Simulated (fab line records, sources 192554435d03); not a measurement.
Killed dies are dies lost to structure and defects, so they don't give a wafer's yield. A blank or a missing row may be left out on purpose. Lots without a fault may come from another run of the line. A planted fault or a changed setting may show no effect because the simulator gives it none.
Which tool did it? | flow n5_finfet | 24 lots, 72 wafers sampled, at 4 steps of a route of 1938

WHAT THE GAUGES READ, wafer by wafer
N5_BEOL_M2_CD_MEAS_18: pitch 36 nm, target cd 18 nm.
lot  | measured     | on        | cd_nm (nm)
L074 | day 6 15:15  | cd_sem-01 | 17.9 17.8 18.0
L075 | day 7 05:41  | cd_sem-01 | 18.2 17.9 18.3
L076 | day 7 05:53  | cd_sem-03 | 18.0 18.1 17.7
L077 | day 7 06:51  | cd_sem-02 | 18.9 17.5 18.0
L078 | day 7 11:31  | cd_sem-01 | 18.8 18.5 18.2
L079 | day 7 16:55  | cd_sem-02 | 18.4 18.2 18.6
L081 | day 8 17:20  | cd_sem-03 | 18.7 18.2 18.1
L080 | day 8 21:45  | cd_sem-03 | 17.2 17.6 17.3
L082 | day 8 21:59  | cd_sem-02 | 17.7 18.9 17.6
L083 | day 9 00:49  | cd_sem-03 | 19.1 18.9 17.9
L084 | day 9 06:29  | cd_sem-03 | 17.7 17.9 17.6
L085 | day 9 08:10  | cd_sem-01 | 17.5 18.1 18.4
L087 | day 9 22:46  | cd_sem-02 | 17.7 17.8 18.0
L088 | day 9 22:58  | cd_sem-01 | 18.5 17.4 18.9
L086 | day 10 08:52 | cd_sem-01 | 18.5 18.0 18.2
L089 | day 10 17:43 | cd_sem-01 | 17.6 18.1 17.1
L090 | day 11 07:19 | cd_sem-02 | 17.8 17.1 18.4
L091 | day 11 07:22 | cd_sem-01 | 18.4 17.5 17.4
L092 | day 11 16:50 | cd_sem-03 | 17.9 17.9 18.5
L093 | day 12 04:07 | cd_sem-02 | 18.6 17.4 17.4
L094 | day 12 04:19 | cd_sem-01 | 17.5 17.3 17.8
L096 | day 12 16:31 | cd_sem-03 | 17.8 18.6 17.9
L095 | day 12 21:28 | cd_sem-01 | 18.2 17.3 18.5
L097 | day 13 06:29 | cd_sem-03 | 17.7 17.9 17.5

N5_BEOL_M2_OVL_MEAS_29.
lot  | measured     | on         | V1_OVL (nm)
L074 | day 6 15:36  | overlay-02 | 0.3 0.3 1.2
L075 | day 7 06:10  | overlay-01 | 0.0 0.4 0.5
L076 | day 7 06:21  | overlay-01 | 0.7 1.1 0.5
L077 | day 7 07:11  | overlay-01 | -0.2 0.5 0.0
L078 | day 7 11:59  | overlay-02 | -0.6 -0.2 0.4
L079 | day 7 17:23  | overlay-02 | 0.2 0.2 0.3
L081 | day 8 17:41  | overlay-02 | 0.9 0.6 -0.1
L080 | day 8 22:05  | overlay-01 | 0.0 0.0 0.1
L082 | day 8 22:28  | overlay-01 | -0.1 1.0 0.7
L083 | day 9 01:10  | overlay-01 | 0.8 0.7 0.1
L084 | day 9 06:58  | overlay-01 | 0.5 0.2 0.2
L085 | day 9 08:38  | overlay-01 | -0.8 0.5 0.0
L087 | day 9 23:07  | overlay-01 | 0.4 0.7 0.3
L088 | day 9 23:26  | overlay-01 | 0.4 0.8 0.2
L086 | day 10 09:20 | overlay-01 | 0.4 0.2 0.7
L089 | day 10 18:04 | overlay-02 | -0.3 -0.1 0.3
L090 | day 11 07:40 | overlay-02 | 1.3 1.0 0.9
L091 | day 11 07:52 | overlay-02 | 0.9 0.6 -0.4
L092 | day 11 17:19 | overlay-02 | 0.0 0.6 -0.7
L093 | day 12 04:29 | overlay-02 | 1.0 0.5 0.5
L094 | day 12 04:41 | overlay-01 | 1.7 0.3 1.0
L096 | day 12 16:53 | overlay-01 | 0.0 -0.1 0.4
L095 | day 12 21:49 | overlay-01 | 0.1 0.6 0.2
L097 | day 13 07:10 | overlay-01 | 0.6 0.5 -0.1

N5_BEOL_M2_INSPECT_30: inspects for defects (brightfield).
lot  | measured     | on                | raw_defect_count
L074 | day 6 15:40  | defect_inspect-02 | 469 481 291
L075 | day 7 06:13  | defect_inspect-02 | 475 382 387
L076 | day 7 06:25  | defect_inspect-02 | 341 363 394
L077 | day 7 07:15  | defect_inspect-02 | 544 399 303
L078 | day 7 12:02  | defect_inspect-02 | 504 395 635
L079 | day 7 17:26  | defect_inspect-02 | 470 526 514
L081 | day 8 17:45  | defect_inspect-02 | 379 391 233
L080 | day 8 22:09  | defect_inspect-02 | 377 367 425
L082 | day 8 22:31  | defect_inspect-02 | 357 460 337
L083 | day 9 01:14  | defect_inspect-02 | 441 423 279
L084 | day 9 07:01  | defect_inspect-02 | 435 407 324
L085 | day 9 08:42  | defect_inspect-02 | 258 308 321
L087 | day 9 23:10  | defect_inspect-02 | 470 374 480
L088 | day 9 23:30  | defect_inspect-02 | 564 386 422
L086 | day 10 09:24 | defect_inspect-02 | 385 353 438
L089 | day 10 18:08 | defect_inspect-02 | 517 448 520
L090 | day 11 07:44 | defect_inspect-02 | 353 333 324
L091 | day 11 07:55 | defect_inspect-02 | 376 367 276
L092 | day 11 17:22 | defect_inspect-02 | 731 572 573
L093 | day 12 04:31 | defect_inspect-02 | 498 423 444
L094 | day 12 04:43 | defect_inspect-01 | 305 462 346
L096 | day 12 16:56 | defect_inspect-01 | 373 332 487
L095 | day 12 21:52 | defect_inspect-02 | 540 410 288
L097 | day 13 07:14 | defect_inspect-02 | 351 299 580

WHICH TOOL RAN EACH LOT (tool, then ch and the chambers of the sampled wafers, then the start)
lot  | N5_BEOL_M2_STRIP_66
L074 | rie_diel-04 ch 0,2,3, day 6 14:56
L075 | rie_diel-01 ch 1,2, day 7 05:22
L076 | rie_diel-01 ch 0,2, day 7 05:36
L077 | rie_diel-05 ch 1,2,3, day 7 06:37
L078 | rie_diel-01 ch 0,2,3, day 7 11:10
L079 | rie_diel-01 ch 0,1,3, day 7 16:35
L081 | rie_diel-01 ch 0,1, day 8 17:07
L080 | rie_diel-04 ch 0,2, day 8 21:31
L082 | rie_diel-05 ch 1,2, day 8 21:46
L083 | rie_diel-05 ch 1,2, day 9 00:36
L084 | rie_diel-04 ch 0,3, day 9 06:11
L085 | rie_diel-04 ch 0,3, day 9 07:51
L087 | rie_diel-01 ch 1,2,3, day 9 22:32
L088 | rie_diel-05 ch 0,1, day 9 22:44
L086 | rie_diel-01 ch 1,2,3, day 10 08:31
L089 | rie_diel-04 ch 0,2,3, day 10 17:26
L090 | rie_diel-05 ch 0,1,2, day 11 07:06
L091 | rie_diel-04 ch 0,2,3, day 11 07:08
L092 | rie_diel-01 ch 1,2, day 11 16:30
L093 | rie_diel-04 ch 0,1, day 12 03:53
L094 | rie_diel-05 ch 2,3, day 12 04:04
L096 | rie_diel-05 ch 0,3, day 12 16:18
L095 | rie_diel-04 ch 1,2, day 12 21:07
L097 | rie_diel-01 ch 1,2, day 13 06:16
- N5_BEOL_M2_STRIP_66: strips in CF4.

WHAT THE TOOLS THEMSELVES READ (means of the sampled wafers that have a number; where no wafer has one, the mark that the record gives instead)
N5_BEOL_M2_STRIP_66.
lot  | tool        | bias_power_w (W) | cf4_flow_sccm (sccm) | drypump_motor_current_A (A) | oes_product_au (a.u.) | rf_vpp_V (V) | showerhead_plenum_p_Torr (Torr) | throttle_valve_pct (%)
L074 | rie_diel-04 | 75.01            | 149.9                | 5.6                         | 0.81                  | 271.1        | 1.78                            | 13.45
L075 | rie_diel-01 | 74.94            | 150.4                | 5.6                         | 0.77                  | 271.9        | 1.83                            | 13.41
L076 | rie_diel-01 | 75.03            | 149.9                | 5.9                         | 0.69                  | 271.7        | 1.81                            | 13.72
L077 | rie_diel-05 | 74.97            | 149.9                | 5.7                         | 0.73                  | 270.5        | 1.78                            | 13.65
L078 | rie_diel-01 | 75.09            | 150.0                | 5.4                         | 0.73                  | 271.0        | 1.78                            | 13.70
L079 | rie_diel-01 | 75.03            | 150.2                | 5.7                         | 0.75                  | 270.8        | 1.82                            | 13.62
L081 | rie_diel-01 | 74.76            | 150.0                | 6.1                         | 0.72                  | 271.8        | 1.85                            | 13.67
L080 | rie_diel-04 | 75.10            | 149.6                | 5.7                         | 0.80                  | 271.1        | 1.79                            | 13.34
L082 | rie_diel-05 | 75.45            | 150.5                | 5.6                         | 0.71                  | 271.5        | 1.81                            | 13.71
L083 | rie_diel-05 | 74.98            | 149.5                | 5.9                         | 0.74                  | 271.1        | 1.80                            | 13.72
L084 | rie_diel-04 | 75.15            | 150.1                | 5.7                         | 0.76                  | 270.7        | 1.75                            | 13.31
L085 | rie_diel-04 | 75.12            | 150.0                | 5.6                         | 0.76                  | 270.4        | 1.74                            | 13.46
L087 | rie_diel-01 | 74.92            | 149.8                | 5.3                         | 0.75                  | 271.0        | 1.78                            | 13.58
L088 | rie_diel-05 | 75.07            | 150.1                | 5.8                         | 0.75                  | 270.2        | 1.74                            | 13.66
L086 | rie_diel-01 | 75.02            | 149.9                | 5.3                         | 0.74                  | 270.5        | 1.78                            | 13.58
L089 | rie_diel-04 | 75.05            | 149.9                | 5.6                         | 0.79                  | 270.4        | 1.78                            | 13.51
L090 | rie_diel-05 | 75.24            | 150.1                | 5.6                         | 0.72                  | 270.4        | 1.76                            | 13.65
L091 | rie_diel-04 | 74.98            | 150.3                | 5.6                         | 0.78                  | 270.8        | 1.78                            | 13.53
L092 | rie_diel-01 | 75.05            | 150.2                | 5.4                         | 0.72                  | 272.0        | 1.78                            | 13.59
L093 | rie_diel-04 | 74.87            | 149.8                | 5.9                         | 0.73                  | 271.2        | 1.76                            | 13.48
L094 | rie_diel-05 | 75.12            | 150.0                | 5.3                         | 0.78                  | 273.4        | 1.85                            | 13.51
L096 | rie_diel-05 | 75.07            | 150.1                | 5.3                         | 0.86                  | 272.1        | 1.84                            | 13.21
L095 | rie_diel-04 | 75.15            | 150.2                | 6.0                         | 0.74                  | 269.5        | 1.76                            | 13.92
L097 | rie_diel-01 | 74.92            | 150.5                | 5.6                         | 0.73                  | 272.4        | 1.81                            | 13.53

THE ANSWER, worked out from the rows above alone
Rule: what is usual is taken from the lots themselves. Put in order of their means at a reading, lots are off if they are a third of the lots or fewer, leave a main group of 4 or more, and stand apart from it by a gap of 3 or more times the standard deviation of the main group's means; of several such gaps the widest counts. A main group whose means are all the same, to the digits that the tables above print for the reading, isn't used. A lot without any number at a reading at which 4 lots or more have one is off too. The other lots that the step has rows for count as sound. The gauges are gone through in route order, then the tools' own readings, and for those a lot's mean is taken as printed above. The first step at which some lot is off is used, and at that step the reading that is off furthest; a lot without a number counts as furthest.
No lot is off at any reading shown: from this, nothing can be told.

WHAT THE SIMULATOR HAD PUT IN
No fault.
